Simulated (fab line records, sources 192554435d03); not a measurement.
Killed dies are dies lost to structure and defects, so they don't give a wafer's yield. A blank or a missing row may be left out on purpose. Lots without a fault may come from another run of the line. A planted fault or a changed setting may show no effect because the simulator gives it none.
Chamber matching | flow n5_finfet | N5_BEOL_M7_STRIP_36 on rie_diel-06: 4 sister chambers
The step strips in N2/H2. 18 wafers are shown with their chamber, then 9 later ones without.

WAFERS WITH THEIR CHAMBER
wafer  | chamber | showerhead_plenum_p_Torr (Torr) | drypump_motor_current_A (A) | throttle_valve_pct (%)
L074.4 | 0       | 2.48                            | 5.8                         | 23.15
L074.5 | 3       | 2.47                            | 5.9                         | 23.40
L074.6 | 0       | 2.49                            | 5.8                         | 23.12
L077.1 | 0       | 2.48                            | 5.8                         | 23.16
L077.2 | 2       | 2.51                            | 5.6                         | 23.47
L077.5 | 3       | 2.46                            | 5.9                         | 23.42
L078.1 | 1       | 2.68                            | 6.7                         | 23.73
L078.3 | 0       | 2.48                            | 5.8                         | 23.14
L078.5 | 1       | 2.68                            | 6.7                         | 23.71
L082.2 | 1       | 2.68                            | 6.6                         | 23.72
L082.3 | 0       | 2.48                            | 5.8                         | 23.17
L082.6 | 3       | 2.46                            | 5.9                         | 23.43
L084.4 | 1       | 2.67                            | 6.7                         | 23.76
L084.5 | 0       | 2.47                            | 5.8                         | 23.18
L084.6 | 1       | 2.68                            | 6.6                         | 23.75
L086.1 | 2       | 2.50                            | 5.7                         | 23.47
L086.2 | 3       | 2.46                            | 5.9                         | 23.44
L086.6 | 2       | 2.50                            | 5.7                         | 23.48

SIGNATURES (means of the wafers above)
reading                  | chamber 0 | chamber 1 | chamber 2 | chamber 3 | scatter within a chamber
showerhead_plenum_p_Torr | 2.4800    | 2.6780    | 2.5033    | 2.4625    | 0.00549
drypump_motor_current_A  | 5.800     | 6.660     | 5.667     | 5.900     | 0.0365
throttle_valve_pct       | 23.1533   | 23.7340   | 23.4733   | 23.4225   | 0.0189
Rule: a wafer's distance from a chamber is the root of the sum, over the readings, of the square of ((its reading less the chamber's mean) divided by the reading's scatter). The wafer belongs to the nearest chamber; if the next one is less than 2 further off, it can't be placed. The scatter: the root of (the sum of the squares of (reading less its chamber's mean) over the shown wafers, divided by (wafers less chambers)).

WAFERS WITHOUT THEIR CHAMBER
wafer  | showerhead_plenum_p_Torr (Torr) | drypump_motor_current_A (A) | throttle_valve_pct (%)
L091.1 | 2.67                            | 6.6                         | 23.75
L091.2 | 2.50                            | 5.6                         | 23.44
L091.6 | 2.50                            | 5.6                         | 23.47
L093.3 | 2.45                            | 5.9                         | 23.46
L093.4 | 2.47                            | 5.8                         | 23.21
L093.6 | 2.45                            | 5.9                         | 23.47
L097.2 | 2.45                            | 5.9                         | 23.45
L097.3 | 2.67                            | 6.6                         | 23.78
L097.6 | 2.45                            | 5.9                         | 23.48

WHICH CHAMBER EACH WENT THROUGH
wafer  | from the rows above | in truth
L091.1 | 1                   | 1
L091.2 | 2                   | 2
L091.6 | 2                   | 2
L093.3 | 3                   | 3
L093.4 | 0                   | 0
L093.6 | 3                   | 3
L097.2 | 3                   | 3
L097.3 | 1                   | 1
L097.6 | 3                   | 3
Placed correctly: 9 of 9. Can't be placed from these rows: 0. Placed wrongly: 0.
